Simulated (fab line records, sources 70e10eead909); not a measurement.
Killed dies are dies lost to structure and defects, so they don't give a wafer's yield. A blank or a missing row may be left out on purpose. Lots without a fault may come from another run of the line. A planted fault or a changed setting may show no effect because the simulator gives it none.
fab line records | flow nand_harc
record lots=5 wafers=15 last_day=24
route steps=1159 shown A_ONON_D1@439 A_CHANNEL_HOLE_D1@450
lots that met no fault: from a run of the same line without faults
start_h: hours from the record's first day to the start of the lot's first wafer shown | wait_h: hours since the lot's step before | " the same as in the row above | L1.1+2: a row that stands for several wafers | - no value, or no start given | * or withheld: withheld | < > ~ a bound
route shown NAME@n: a module of which the file shows steps, and the number in the route of the first | usual: mean/standard deviation of fault-free wafers | same: alike in all rows | chamber/n: place in a boat | sites: the reading at each site | _std_site: their standard deviation | _edge_site: outer sites' mean less inner sites' | radius_mm: how far each site lies from the wafer's centre | mask NAME#n: copy n | behind: the tool/chamber that last shaped the wafer | hold: why the lot was held/for how many hours/how that ended | device: the transistor (n, p or np) that didn't switch | end of line: the same wafers' tests at the end of the route | a step without rows: its recipe alone | killed: dies lost to structure and defects at the first sort, not the wafer's yield | map: a wafer's dies, x killed, . not, _ none there
set.NAME: the setting as run; set.NAME@STEP: as run at that earlier step | model.NAME: the simulator's own value behind a step, which no gauge read
lots at some steps of the route; a table a step, a row a wafer
services: from which hour (start_h, from the record's first day; less than 0 if before it) a tool's chamber was out of use, for how many hours, and why
## steps
# step NHARC_A_ONON_D1_THK_MEAS_21
# recipe thk_meas_gauge=ellipsometry
# usual thk_nm=999/8.3
# columns lot.wafer tool chamber start_h wait_h thk_nm
L080.1 film_metro-01 - 194.74 - 1011
L080.3 " - " " 1009
L080.4 " - " " 1012
L083.4 film_metro-01 - 227.52 - 989
L083.5 " - " " 987
L083.6 " - " " 987
L084.1 film_metro-02 - 231.62 - 1018
L084.2 " - " " 1019
L084.6 " - " " 1016
L086.2 film_metro-02 - 244.92 - 1005
L086.5 " - " " 1006
L086.6 " - " " 1007
L097.1 film_metro-02 - 314.34 - 994
L097.3 " - " " 996
L097.4 " - " " 994
# step NHARC_A_ONON_D1_DEP_22
# recipe target_thk_a=10000 n2_flow_sccm=2750 n2o_flow_sccm=2000 nh3_flow_sccm=500 sih4_flow_sccm=210 temp_c=400
# usual n2_flow_sccm=2750/7.6
# columns lot.wafer tool chamber start_h wait_h n2_flow_sccm
L080.1 pecvd_onon-03 0 194.80 0.1 2753
L080.3 " 0 " " 2742
L080.4 " 0 " " 2744
L083.4 pecvd_onon-02 0 227.75 0.2 2748
L083.5 " 0 " " 2760
L083.6 " 0 " " 2756
L084.1 pecvd_onon-01 0 231.68 0.1 2762
L084.2 " 0 " " 2757
L084.6 " 0 " " 2756
L086.2 pecvd_onon-01 0 245.04 0.1 2740
L086.5 " 0 " " 2739
L086.6 " 0 " " 2749
L097.1 pecvd_onon-02 0 314.39 0.1 2757
L097.3 " 0 " " 2745
L097.4 " 0 " " 2746
# step NHARC_A_ONON_D1_THK_MEAS_24
# recipe thk_meas_gauge=ellipsometry
# usual thk_nm=1002/9.4
# columns lot.wafer tool chamber start_h wait_h thk_nm
L080.1 film_metro-02 - 195.31 - 1005
L080.3 " - " " 1007
L080.4 " - " " 1006
L083.4 film_metro-02 - 228.08 - 1001
L083.5 " - " " 1000
L083.6 " - " " 1000
L084.1 film_metro-01 - 232.18 - 1002
L084.2 " - " " 1002
L084.6 " - " " 1002
L086.2 film_metro-02 - 245.49 - 992
L086.5 " - " " 994
L086.6 " - " " 993
L097.1 film_metro-02 - 314.91 - 994
L097.3 " - " " 995
L097.4 " - " " 997
# step NHARC_A_ONON_D1_DEP_25
# recipe target_thk_a=10000 n2_flow_sccm=2750 n2o_flow_sccm=2000 nh3_flow_sccm=500 sih4_flow_sccm=210 temp_c=400
# usual n2_flow_sccm=2751/7.6
# columns lot.wafer tool chamber start_h wait_h n2_flow_sccm
L080.1 pecvd_onon-03 0 195.37 0.1 2758
L080.3 " 0 " " 2753
L080.4 " 0 " " 2746
L083.4 pecvd_onon-03 0 228.31 0.2 2752
L083.5 " 0 " " 2755
L083.6 " 0 " " 2754
L084.1 pecvd_onon-02 0 232.24 0.1 2759
L084.2 " 0 " " 2761
L084.6 " 0 " " 2764
L086.2 pecvd_onon-01 0 245.60 0.1 2743
L086.5 " 0 " " 2732
L086.6 " 0 " " 2734
L097.1 pecvd_onon-01 0 314.96 0.1 2742
L097.3 " 0 " " 2752
L097.4 " 0 " " 2738
# step NHARC_A_ONON_D1_THK_MEAS_27
# recipe thk_meas_gauge=ellipsometry
# usual thk_nm=999/10
# columns lot.wafer tool chamber start_h wait_h thk_nm
L080.1 film_metro-02 - 195.88 - 980
L080.3 " - " " 981
L080.4 " - " " 981
L083.4 film_metro-01 - 228.64 - 986
L083.5 " - " " 986
L083.6 " - " " 986
L084.1 film_metro-01 - 232.78 - 1014
L084.2 " - " " 1014
L084.6 " - " " 1017
L086.2 film_metro-02 - 246.06 - 1007
L086.5 " - " " 1008
L086.6 " - " " 1007
L097.1 film_metro-02 - 315.47 - 992
L097.3 " - " " 991
L097.4 " - " " 993
# step NHARC_A_ONON_D1_DEP_28
# recipe target_thk_a=10000 n2_flow_sccm=2750 n2o_flow_sccm=2000 nh3_flow_sccm=500 sih4_flow_sccm=210 temp_c=400
# usual n2_flow_sccm=2750/7.8
# columns lot.wafer tool chamber start_h wait_h n2_flow_sccm
L080.1 pecvd_onon-03 0 195.93 0.1 2751
L080.3 " 0 " " 2748
L080.4 " 0 " " 2756
L083.4 pecvd_onon-01 0 228.87 0.2 2757
L083.5 " 0 " " 2752
L083.6 " 0 " " 2759
L084.1 pecvd_onon-03 0 232.84 0.1 2737
L084.2 " 0 " " 2750
L084.6 " 0 " " 2741
L086.2 pecvd_onon-01 0 246.18 0.1 2748
L086.5 " 0 " " 2749
L086.6 " 0 " " 2739
L097.1 pecvd_onon-03 0 315.53 0.1 2735
L097.3 " 0 " " 2739
L097.4 " 0 " " 2748
# step NHARC_A_ONON_D1_THK_MEAS_30
# recipe thk_meas_gauge=ellipsometry
# usual thk_nm=1000/11
# columns lot.wafer tool chamber start_h wait_h thk_nm
L080.1 film_metro-01 - 196.47 - 998
L080.3 " - " " 996
L080.4 " - " " 996
L083.4 film_metro-01 - 229.21 - 995
L083.5 " - " " 994
L083.6 " - " " 995
L084.1 film_metro-02 - 233.35 - 1016
L084.2 " - " " 1015
L084.6 " - " " 1015
L086.2 film_metro-02 - 246.63 - 1012
L086.5 " - " " 1012
L086.6 " - " " 1010
L097.1 film_metro-02 - 316.06 - 995
L097.3 " - " " 994
L097.4 " - " " 995
# step NHARC_A_ONON_D1_DEP_33
# recipe target_thk_a=2000 temp_c=400 pressure_torr=6.5 rf_w=900 teos_flow_sccm=161.4 flow_sccm=2650 target_thk_nm=200 gas=O2 material=SiO2
# usual heater_power_w=632/110 mfc_precursor_sccm=161.4/0.49 throttle_valve_pct=15.9/0.6
# columns lot.wafer tool chamber start_h wait_h heater_power_w mfc_precursor_sccm since_wet_clean_h throttle_valve_pct
L080.1 pecvd-01 1 196.53 0.1 674 160.8 127 16.3
L080.3 " 2 " " 698 161.1 128 15.5
L080.4 " 1 " " 692 160.1 - 16.2
L083.6 pecvd-04 2 229.50 0.3 576 161.2 - 15.4
L083.5 " 0 " " 662 161.1 - 16.8
L083.4 " 1 " " 619 160.9 - 16.3
L084.1 pecvd-03 2 233.48 0.1 769 162.0 110 16.1
L084.2 " 1 " " 523 161.7 110 15.9
L084.6 " 2 " " 819 161.4 - 16.0
L086.2 pecvd-04 1 246.78 0.1 632 160.9 37 16.3
L086.6 " 2 " " 499 162.0 - 15.3
L086.5 " 1 " " 636 160.7 - 16.2
L097.1 pecvd-03 1 316.12 0.1 470 161.5 11 15.9
L097.3 " 0 " " 462 161.3 11 15.2
L097.4 " 1 " " 485 161.6 - 15.6
# step NHARC_A_ONON_D1_THK_MEAS_34
# recipe thk_meas_gauge=ellipsometry
# usual thk_nm=199.7/2.9
# columns lot.wafer tool chamber start_h wait_h thk_nm
L080.1 film_metro-02 - 196.95 - 197.2
L080.3 " - " " 201.0
L080.4 " - " " 198.0
L083.4 film_metro-02 - 229.78 - 197.6
L083.5 " - " " 197.3
L083.6 " - " " 197.2
L084.1 film_metro-02 - 233.89 - 202.8
L084.2 " - " " 201.3
L084.6 " - " " 202.3
L086.2 film_metro-01 - 247.10 - 199.6
L086.5 " - " " 198.4
L086.6 " - " " 201.4
L097.1 film_metro-02 - 316.53 - 199.9
L097.3 " - " " 200.6
L097.4 " - " " 204.3
# step NHARC_A_ONON_D1_INSPECT_32
# usual raw_defect_count=74/25
# columns lot.wafer tool chamber start_h wait_h raw_defect_count
L080.1 defect_inspect-01 - 197.01 0.0 102
L080.3 " - " " 75
L080.4 " - " " 75
L083.4 defect_inspect-02 - 229.87 0.0 84
L083.5 " - " " 67
L083.6 " - " " 61
L084.1 defect_inspect-01 - 233.96 0.1 54
L084.2 " - " " 71
L084.6 " - " " 66
L086.2 defect_inspect-01 - 247.16 0.0 86
L086.5 " - " " 63
L086.6 " - " " 104
L097.1 defect_inspect-02 - 316.60 0.0 99
L097.3 " - " " 97
L097.4 " - " " 79
# step NHARC_A_CHANNEL_HOLE_D1_DEP_00
# recipe target_thk_a=31000 temp_c=400 material=aC
# usual throttle_valve_pct=35.001/0.009
# columns lot.wafer tool chamber start_h wait_h throttle_valve_pct
L080.1 acl_dep-01 0 197.74 0.7 35.006
L080.3 " 0 " " 35.004
L080.4 " 0 " " 34.980
L083.4 acl_dep-02 0 233.07 3.2 35.005
L083.5 " 0 " " 35.002
L083.6 " 0 " " 35.008
L084.1 acl_dep-02 0 235.28 1.3 35.006
L084.2 " 0 " " 34.983
L084.6 " 0 236.89 2.9 35.009
L086.2 acl_dep-01 0 247.81 0.6 35.011
L086.5 " 0 " " 34.989
L086.6 " 0 " " 35.022
L097.1 acl_dep-02 0 316.67 0.1 34.994
L097.3 " 0 " " 34.994
L097.4 " 0 " " 35.008
# step NHARC_A_CHANNEL_HOLE_D1_DEP_01
# recipe target_thk_a=1400 target_thk_nm=140 temp_c=400 pressure_torr=3.5 flow_sccm=200 rf_w=350 material=SiON
# usual heater_power_w=788/140
# columns lot.wafer tool chamber start_h wait_h heater_power_w since_wet_clean_h
L080.3 pecvd-02 0 199.71 1.0 882 34
L080.1 " 1 " " 753 34
L080.4 " 1 " " 736 -
L083.4 pecvd-01 1 234.13 0.7 823 -
L083.5 " 2 " " 865 -
L083.6 " 0 " " 733 -
L084.1 pecvd-02 0 237.27 1.7 782 71
L084.2 " 1 " " 792 71
L084.6 " 1 " " 782 -
L086.2 pecvd-03 2 249.53 1.4 990 126
L086.6 " 1 " " 689 -
L086.5 " 2 " " 1010 -
L097.3 pecvd-02 0 318.57 1.0 708 153
L097.1 " 2 " " 575 153
L097.4 " 2 " " 574 -
# step NHARC_A_CHANNEL_HOLE_D1_DEHYDRATE_02
# recipe temp_c=150 time_s=120
# columns lot.wafer tool chamber start_h wait_h
L080.1+3+4 litho_track-01 0 199.95 0.2
L083.4+5+6 litho_track-04 0 234.32 0.2
L084.1+2+6 litho_track-04 0 237.51 0.2
L086.2+5+6 litho_track-01 0 249.74 0.2
L097.1+3+4 litho_track-01 0 318.84 0.2
# step NHARC_A_CHANNEL_HOLE_D1_HMDS_03
# recipe time_s=30
# columns lot.wafer tool chamber start_h wait_h
L080.1+3+4 litho_track-01 0 - -
L083.4+5+6 litho_track-04 0 - -
L084.1+2+6 litho_track-04 0 - -
L086.2+5+6 litho_track-01 0 - -
L097.1+3+4 litho_track-01 0 - -
# step NHARC_A_CHANNEL_HOLE_D1_COAT_36
# recipe temp_c=260 time_s=75
# columns lot.wafer tool chamber start_h wait_h
L080.1+3+4 litho_track-01 0 - -
L083.4+5+6 litho_track-04 0 - -
L084.1+2+6 litho_track-04 0 - -
L086.2+5+6 litho_track-01 0 - -
L097.1+3+4 litho_track-01 0 - -
# step NHARC_A_CHANNEL_HOLE_D1_COAT_37
# recipe temp_c=225 time_s=65
# columns lot.wafer tool chamber start_h wait_h
L080.1+3+4 litho_track-01 0 - -
L083.4+5+6 litho_track-04 0 - -
L084.1+2+6 litho_track-04 0 - -
L086.2+5+6 litho_track-01 0 - -
L097.1+3+4 litho_track-01 0 - -
# step NHARC_A_CHANNEL_HOLE_D1_COAT_04
# recipe spin_rpm=1500 resist_thk_nm=90
# columns lot.wafer tool chamber start_h wait_h
L080.1+3+4 litho_track-01 0 - -
L083.4+5+6 litho_track-04 0 - -
L084.1+2+6 litho_track-04 0 - -
L086.2+5+6 litho_track-01 0 - -
L097.1+3+4 litho_track-01 0 - -
# step NHARC_A_CHANNEL_HOLE_D1_SOFTBAKE_05
# recipe temp_c=105 time_s=55
# columns lot.wafer tool chamber start_h wait_h
L080.1+3+4 litho_track-01 0 - -
L083.4+5+6 litho_track-04 0 - -
L084.1+2+6 litho_track-04 0 - -
L086.2+5+6 litho_track-01 0 - -
L097.1+3+4 litho_track-01 0 - -
# step NHARC_A_CHANNEL_HOLE_D1_EBR_06
# columns lot.wafer tool chamber start_h wait_h
L080.1+3+4 litho_track-01 0 - -
L083.4+5+6 litho_track-04 0 - -
L084.1+2+6 litho_track-04 0 - -
L086.2+5+6 litho_track-01 0 - -
L097.1+3+4 litho_track-01 0 - -
# step NHARC_A_CHANNEL_HOLE_D1_EXPOSE_07
# recipe na=1.35 target_cd_nm=100 sigma_outer=0.3 dose_mj=59.65 mask_id=HOLE_D1
# usual stage_vel_mm_s=499.97/0.25
# columns lot.wafer tool chamber start_h wait_h mask stage_vel_mm_s
L080.1 arfi_scanner-03 0 200.14 - HOLE_D1#0 499.85
L080.3 " 0 " " HOLE_D1#0 500.13
L080.4 " 0 " " HOLE_D1#0 500.05
L083.4 arfi_scanner-03 0 234.52 - HOLE_D1#0 499.88
L083.5 " 0 " " HOLE_D1#0 500.35
L083.6 " 0 " " HOLE_D1#0 500.21
L084.1 arfi_scanner-03 0 237.82 - HOLE_D1#0 499.66
L084.2 " 0 " " HOLE_D1#0 500.04
L084.6 " 0 " " HOLE_D1#0 499.83
L086.2 arfi_scanner-03 0 249.93 - HOLE_D1#0 499.62
L086.5 " 0 " " HOLE_D1#0 500.47
L086.6 " 0 " " HOLE_D1#0 500.34
L097.1 arfi_scanner-02 0 319.03 - HOLE_D1#0 499.53
L097.3 " 0 " " HOLE_D1#0 499.66
L097.4 " 0 " " HOLE_D1#0 499.68
# step NHARC_A_CHANNEL_HOLE_D1_PEB_08
# recipe peb_temp_c=100 peb_time_s=65
# columns lot.wafer tool chamber start_h wait_h
L080.1+3+4 litho_track-06 0 200.19 0.1
L083.4+5+6 litho_track-06 0 234.57 0.0
L084.1+2+6 litho_track-01 0 237.88 0.1
L086.2+5+6 litho_track-01 0 249.99 0.1
L097.1+3+4 litho_track-01 0 319.09 0.1
# step NHARC_A_CHANNEL_HOLE_D1_DEVELOP_09
# recipe develop_time_s=35 dev_temp_c=23
# columns lot.wafer tool chamber start_h wait_h
L080.1+3+4 litho_track-06 0 - -
L083.4+5+6 litho_track-06 0 - -
L084.1+2+6 litho_track-01 0 - -
L086.2+5+6 litho_track-01 0 - -
L097.1+3+4 litho_track-01 0 - -
# step NHARC_A_CHANNEL_HOLE_D1_CD_MEAS_10
# recipe target_cd_nm=100 landing_energy_ev=500
# usual cd_nm=100.0/0.6
# columns lot.wafer tool chamber start_h wait_h cd_nm
L080.1 cd_sem-01 0 200.27 - 101.1
L080.3 " 0 " " 100.0
L080.4 " 0 " " 100.5
L083.4 cd_sem-01 0 234.65 - 100.2
L083.5 " 0 " " 99.4
L083.6 " 0 " " 100.3
L084.1 cd_sem-02 0 237.96 - 100.3
L084.2 " 0 " " 99.9
L084.6 " 0 " " 100.6
L086.2 cd_sem-01 0 250.07 - 100.5
L086.5 " 0 " " 100.5
L086.6 " 0 " " 100.3
L097.1 cd_sem-03 0 319.18 - 99.7
L097.3 " 0 " " 100.6
L097.4 " 0 " " 99.5
# step NHARC_A_CHANNEL_HOLE_D1_OVL_MEAS_11
# usual overlay_x_nm=0.0/0.8 overlay_y_nm=0.1/0.75
# columns lot.wafer tool chamber start_h wait_h overlay_x_nm overlay_y_nm
L080.1 overlay-02 - 200.36 - 0.4 0.4
L080.3 " - " " 0.0 0.6
L080.4 " - " " 0.5 0.6
L083.4 overlay-01 - 234.73 - -0.9 0.1
L083.5 " - " " -0.6 0.0
L083.6 " - " " -0.6 0.1
L084.1 overlay-02 - 238.05 - -1.5 1.1
L084.2 " - " " -1.3 1.6
L084.6 " - " " -1.5 1.4
L086.2 overlay-01 - 250.16 - 1.1 -0.6
L086.5 " - " " 1.1 -0.8
L086.6 " - " " 1.3 -0.5
L097.1 overlay-01 - 319.26 - 1.0 0.7
L097.3 " - " " 0.6 0.8
L097.4 " - " " 0.8 0.2
# step NHARC_A_CHANNEL_HOLE_D1_INSPECT_12
# usual raw_defect_count=5.7/2.6
# columns lot.wafer tool chamber start_h wait_h raw_defect_count
L080.1 defect_inspect-01 - 200.40 0.0 11
L080.3 " - " " 6
L080.4 " - " " 5
L083.4 defect_inspect-01 - 234.77 0.0 10
L083.5 " - " " 6
L083.6 " - " " 6
L084.1 defect_inspect-01 - 238.08 0.0 8
L084.2 " - " " 6
L084.6 " - " " 5
L086.2 defect_inspect-01 - 250.19 0.0 4
L086.5 " - " " 10
L086.6 " - " " 5
L097.1 defect_inspect-02 - 319.30 0.0 4
L097.3 " - " " 8
L097.4 " - " " 3
# step NHARC_A_CHANNEL_HOLE_D1_DESCUM_15
# recipe time_s=3 o2_flow_sccm=200 ar_flow_sccm=0 bias_power_w=0 chemistry=O2
# usual drypump_motor_current_A=6.0/0.4 o2_flow_sccm=200.0/0.6 oes_product_au=1.003/0.0091 rf_vpp_V=57.8/0.93 showerhead_plenum_p_Torr=1.92/0.063 throttle_valve_pct=11.311/0.0093
# columns lot.wafer tool chamber start_h wait_h drypump_motor_current_A o2_flow_sccm oes_product_au rf_hours_counter_h rf_vpp_V showerhead_plenum_p_Torr throttle_valve_pct
L080.1 rie_diel-01 2 200.46 0.1 6.2 199.5 1.004 2.9 57.6 1.84 11.296
L080.4 " 0 " " 6.7 199.5 0.985 4.4 57.7 1.96 11.296
L080.3 " 1 " " 6.2 199.5 1.003 4.9 56.5 1.88 11.319
L083.4 rie_diel-10 0 234.84 0.1 6.1 200.7 1.010 3.6 55.6 1.96 11.316
L083.6 " 2 " " 5.8 200.1 1.015 - 57.4 1.84 11.320
L083.5 " 3 " " 5.9 200.6 1.007 - 56.5 1.95 11.324
L084.1 rie_diel-01 0 238.15 0.1 6.7 200.6 1.007 7.0 58.6 1.96 11.321
L084.2 " 1 " " 6.2 199.7 0.999 7.1 56.3 1.88 11.315
L084.6 " 1 " " 6.2 199.7 1.010 - 58.9 1.88 11.315
L086.2 rie_diel-01 2 250.26 0.1 6.2 199.4 1.001 5.4 57.3 1.84 11.317
L086.5 " 1 " " 6.2 199.9 0.998 - 56.9 1.88 11.302
L086.6 " 2 " " 6.1 199.7 1.004 - 57.5 1.84 11.299
L097.4 rie_diel-10 3 319.36 0.1 5.9 200.0 1.003 9.1 59.3 1.94 11.313
L097.1 " 1 " " 5.4 200.1 0.992 9.7 59.1 2.03 11.305
L097.3 " 2 " " 5.8 200.2 1.015 9.7 57.3 1.84 11.300
# step NHARC_A_CHANNEL_HOLE_D1_ETCH_38
# recipe target_depth_a=390 over_etch_frac=0.3 time_s=65 ion_energy_ev=80 cf4_flow_sccm=150 ar_flow_sccm=0 rf_w=300 bias_w=100 chemistry=CF4
# usual drypump_motor_current_A=6.0/0.38 oes_product_au=1.002/0.0088 rf_vpp_V=151.3/1 showerhead_plenum_p_Torr=1.77/0.052 throttle_valve_pct=13.284/0.0087
# columns lot.wafer tool chamber start_h wait_h drypump_motor_current_A oes_product_au rf_hours_counter_h rf_vpp_V showerhead_plenum_p_Torr throttle_valve_pct
L080.4 rie_diel-01 2 200.55 0.1 6.2 0.997 2.9 149.9 1.71 13.279
L080.3 " 3 " " 5.9 0.999 4.6 150.9 1.75 13.296
L080.1 " 0 " " 6.7 1.002 4.4 153.0 1.81 13.285
L083.4 rie_diel-10 0 234.91 0.1 6.1 0.994 3.6 150.0 1.81 13.289
L083.6 " 0 " " 6.1 0.999 - 152.7 1.81 13.286
L083.5 " 1 " " 5.4 1.016 - 152.0 1.87 13.291
L084.2 rie_diel-01 0 238.23 0.1 6.7 1.012 7.0 151.2 1.81 13.293
L084.1 " 3 " " 5.9 1.013 6.7 151.5 1.75 13.290
L084.6 " 1 " " 6.2 1.012 - 150.3 1.74 13.269
L086.2 rie_diel-01 2 250.34 0.1 6.2 1.024 5.4 150.2 1.71 13.265
L086.6 " 1 " " 6.2 1.005 - 150.9 1.74 13.279
L086.5 " 2 " " 6.1 1.014 - 149.0 1.71 13.282
L097.4 rie_diel-10 3 319.45 0.1 5.9 0.999 9.1 151.1 1.79 13.279
L097.1 " 1 " " 5.4 0.997 9.7 152.9 1.87 13.267
L097.3 " 2 " " 5.8 1.012 9.7 152.1 1.71 13.292
# step NHARC_A_CHANNEL_HOLE_D1_ETCH_39
# recipe target_depth_a=2600 over_etch_frac=0.3 time_s=325 ion_energy_ev=200 n2_flow_sccm=150 h2_flow_sccm=150 ar_flow_sccm=0 rf_w=400 bias_w=150 chemistry=N2/H2
# usual drypump_motor_current_A=6.0/0.41 n2_flow_sccm=150.0/0.45 oes_product_au=1.002/0.009 rf_vpp_V=430.7/2 showerhead_plenum_p_Torr=2.05/0.07 throttle_valve_pct=14.171/0.0099
# columns lot.wafer tool chamber start_h wait_h drypump_motor_current_A n2_flow_sccm oes_product_au rf_hours_counter_h rf_vpp_V showerhead_plenum_p_Torr throttle_valve_pct
L080.1 rie_diel-01 0 - - 6.7 149.4 0.998 4.5 433.2 2.09 14.155
L080.4 " 1 " " 6.2 150.5 1.004 4.9 430.8 2.01 14.177
L080.3 " 2 " " 6.1 150.4 0.996 3.0 429.8 1.96 14.180
L083.4 rie_diel-10 0 - - 6.1 149.7 0.999 3.7 431.8 2.09 14.169
L083.5 " 2 " " 5.8 151.0 1.017 - 427.7 1.96 14.168
L083.6 " 3 " " 5.9 149.8 1.007 - 430.5 2.07 14.173
L084.2 rie_diel-01 2 - - 6.1 150.6 1.012 4.8 428.5 1.96 14.167
L084.1 " 1 " " 6.2 149.7 0.998 7.2 429.8 2.01 14.159
L084.6 " 2 " " 6.2 149.5 1.012 - 429.4 1.96 14.153
L086.2 rie_diel-01 2 - - 6.2 149.5 1.002 5.5 428.1 1.96 14.186
L086.5 " 3 " " 5.9 150.3 0.998 - 430.4 2.01 14.179
L086.6 " 0 " " 6.7 150.5 1.005 - 432.8 2.09 14.187
L097.3 rie_diel-10 2 - - 5.8 149.2 1.019 9.7 426.4 1.96 14.184
L097.4 " 3 " " 5.9 150.4 0.992 9.1 432.6 2.07 14.191
L097.1 " 0 " " 6.1 149.4 0.992 9.2 431.5 2.09 14.164
# step NHARC_A_CHANNEL_HOLE_D1_ETCH_34
# recipe target_depth_a=1540 time_s=77 cf4_flow_sccm=100 chf3_flow_sccm=30 ar_flow_sccm=0 rf_w=500 bias_w=200 chemistry=CF4/CHF3
# usual chf3_flow_sccm=30.01/0.093 drypump_motor_current_A=6.0/0.4 oes_product_au=0.947/0.025 rf_vpp_V=370.6/1.9 showerhead_plenum_p_Torr=1.58/0.05 throttle_valve_pct=16.801/0.0086
# columns lot.wafer tool chamber start_h wait_h chf3_flow_sccm drypump_motor_current_A oes_product_au rf_hours_counter_h rf_vpp_V showerhead_plenum_p_Torr throttle_valve_pct
L080.4 rie_diel-01 1 - - 29.92 6.2 0.936 5.0 369.6 1.55 16.823
L080.3 " 3 " " 30.17 5.9 0.912 4.8 369.6 1.56 16.803
L080.1 " 0 " " 29.86 6.7 0.919 4.6 371.5 1.61 16.787
L083.4 rie_diel-10 1 - - 29.96 5.4 0.929 3.8 373.5 1.67 16.790
L083.5 " 1 " " 30.00 5.4 0.933 - 374.5 1.67 16.805
L083.6 " 2 " " 29.92 5.8 0.937 - 368.4 1.52 16.796
L084.2 rie_diel-01 1 - - 29.97 6.2 0.932 7.2 371.2 1.55 16.809
L084.1 " 2 " " 29.97 6.2 0.925 5.0 368.3 1.52 16.798
L084.6 " 1 " " 30.10 6.2 0.925 - 369.7 1.55 16.804
L086.2 rie_diel-01 3 - - 30.01 5.9 0.940 7.6 370.8 1.56 16.809
L086.5 " 1 " " 30.04 6.2 0.933 - 369.7 1.55 16.807
L086.6 " 2 " " 30.15 6.2 0.933 - 367.6 1.52 16.798
L097.4 rie_diel-10 2 - - 30.08 5.7 0.983 10.0 367.7 1.52 16.799
L097.3 " 3 " " 30.14 5.9 0.965 9.4 370.0 1.60 16.798
L097.1 " 0 " " 30.02 6.1 0.956 9.4 371.0 1.61 16.803
# step NHARC_A_CHANNEL_HOLE_D1_ETCH_16
# recipe target_depth_a=31000 over_etch_frac=0.3 time_s=806 ion_energy_ev=150 o2_flow_sccm=400 cos_flow_sccm=20 ar_flow_sccm=0 rf_w=500 bias_w=300 chemistry=O2/COS
# usual drypump_motor_current_A=6.0/0.4 o2_flow_sccm=400.1/1.1 oes_product_au=1.004/0.0095 rf_vpp_V=314.1/1.6 showerhead_plenum_p_Torr=3.12/0.098 throttle_valve_pct=28.330/0.0094
# columns lot.wafer tool chamber start_h wait_h drypump_motor_current_A o2_flow_sccm oes_product_au rf_hours_counter_h rf_vpp_V showerhead_plenum_p_Torr throttle_valve_pct
L080.3 rie_diel-01 0 - - 6.7 400.5 0.999 4.8 313.8 3.20 28.345
L080.4 " 1 " " 6.3 401.2 1.016 5.2 311.9 3.08 28.344
L080.1 " 3 " " 5.9 397.4 0.993 4.9 312.6 3.09 28.346
L083.4 rie_diel-10 3 - - 5.9 400.6 1.003 4.1 313.3 3.17 28.345
L083.6 " 1 " " 5.4 399.7 0.995 - 316.2 3.30 28.325
L083.5 " 2 " " 5.8 399.4 1.014 - 311.9 3.01 28.335
L084.2 rie_diel-01 1 - - 6.3 399.9 1.000 7.4 311.1 3.08 28.342
L084.1 " 3 " " 5.9 399.4 1.004 7.1 313.7 3.09 28.340
L084.6 " 0 " " 6.7 398.3 1.025 - 316.0 3.20 28.343
L086.2 rie_diel-01 0 - - 6.7 400.0 1.012 8.1 315.3 3.20 28.333
L086.6 " 2 " " 6.2 400.0 1.018 - 312.1 3.01 28.323
L086.5 " 3 " " 5.9 398.3 0.992 - 313.3 3.09 28.326
L097.3 rie_diel-10 3 - - 6.0 398.7 1.000 9.5 313.9 3.17 28.337
L097.4 " 0 " " 6.1 400.3 0.996 9.5 314.3 3.19 28.325
L097.1 " 2 " " 5.8 399.7 1.018 10.1 311.3 3.01 28.339
# step NHARC_A_CHANNEL_HOLE_D1_CD_MEAS_18
# usual cd_nm=98.5/1.8
# columns lot.wafer tool chamber start_h wait_h cd_nm
L080.1 cd_sem-01 - 201.61 - 98.8
L080.3 " - " " 98.4
L080.4 " - " " 98.9
L083.4 cd_sem-02 - 235.94 - 101.0
L083.5 " - " " 97.0
L083.6 " - " " 98.3
L084.1 cd_sem-01 - 239.28 - 96.0
L084.2 " - " " 99.8
L084.6 " - " " 99.3
L086.2 cd_sem-03 - 251.36 - 97.5
L086.5 " - " " 97.0
L086.6 " - " " 97.6
L097.1 cd_sem-02 - 320.63 - 98.4
L097.3 " - " " 100.3
L097.4 " - " " 98.5
# step NHARC_A_CHANNEL_HOLE_D1_ETCH_19
# recipe bias_v=1200 source_w=2500 pressure_mtorr=15 time_s=34.5 ar_flow_sccm=375 c4f8_flow_sccm=28.8 o2_flow_sccm=96.2 temp_c=-20 target_depth_a=* chemistry=C4F8/O2/Ar
# usual drypump_motor_current_A=5.7/0.41 o2_flow_sccm=96.19/0.27 showerhead_plenum_p_Torr=3.79/0.091 throttle_valve_pct=37.038/0.0093
# columns lot.wafer tool chamber start_h wait_h drypump_motor_current_A o2_flow_sccm rf_hours_counter_h showerhead_plenum_p_Torr throttle_valve_pct
L080.1 har_etch-02 1 202.47 0.9 6.1 96.33 118 3.92 37.043
L080.4 " 1 " " 6.1 96.10 - 3.92 37.028
L080.3 " 0 " " 5.9 96.45 - 3.80 37.049
L083.4 har_etch-01 0 236.05 0.1 5.6 96.28 - 3.65 37.033
L083.5 " 0 " " 5.7 96.52 - 3.65 37.040
L083.6 " 1 " " 5.0 96.57 - 3.77 37.033
L084.2 har_etch-01 1 240.20 0.9 5.0 96.08 215 3.77 37.028
L084.1 " 0 " " 5.6 96.36 215 3.64 37.024
L084.6 " 1 " " 5.0 95.92 - 3.77 37.020
L086.2 har_etch-02 0 251.63 0.3 5.9 96.46 137 3.79 37.044
L086.5 " 0 " " 5.9 96.01 - 3.79 37.048
L086.6 " 1 " " 6.1 96.26 - 3.90 37.019
L097.1 har_etch-02 0 320.70 0.1 5.9 95.90 170 3.77 37.028
L097.4 " 0 " " 5.9 96.21 - 3.77 37.029
L097.3 " 1 " " 6.2 96.32 - 3.88 37.052
## services
# columns tool chamber start_h hours kind
rie_diel-01 - 171.93 0.1 repair
rie_diel-10 2 174.22 6.4 repair
rie_diel-10 - 176.50 9.0 pm
rie_diel-01 0 186.16 2.2 repair
pecvd-03 - 191.38 0.8 repair
pecvd_onon-01 - 195.00 13.0 pm
pecvd-04 - 196.68 13.0 pm
pecvd-01 1 216.04 15.7 repair
arfi_scanner-03 - 229.90 0.3 repair
pecvd-01 - 237.10 13.0 pm
pecvd-03 0 259.99 4.8 repair
pecvd-04 2 261.64 7.5 repair
litho_track-01 - 268.00 7.0 pm
pecvd-01 - 269.52 1.0 repair
arfi_scanner-03 - 286.28 3.3 repair
litho_track-06 - 292.00 7.0 pm
pecvd_onon-02 - 292.00 13.0 pm
pecvd-03 - 292.19 13.0 pm
acl_dep-01 - 293.36 13.0 pm
arfi_scanner-03 - 294.87 1.2 repair
arfi_scanner-03 - 296.81 3.8 repair
arfi_scanner-03 - 312.00 4.0 pm
rie_diel-01 - 314.80 9.0 pm
litho_track-04 - 316.00 7.0 pm
## key
fault none
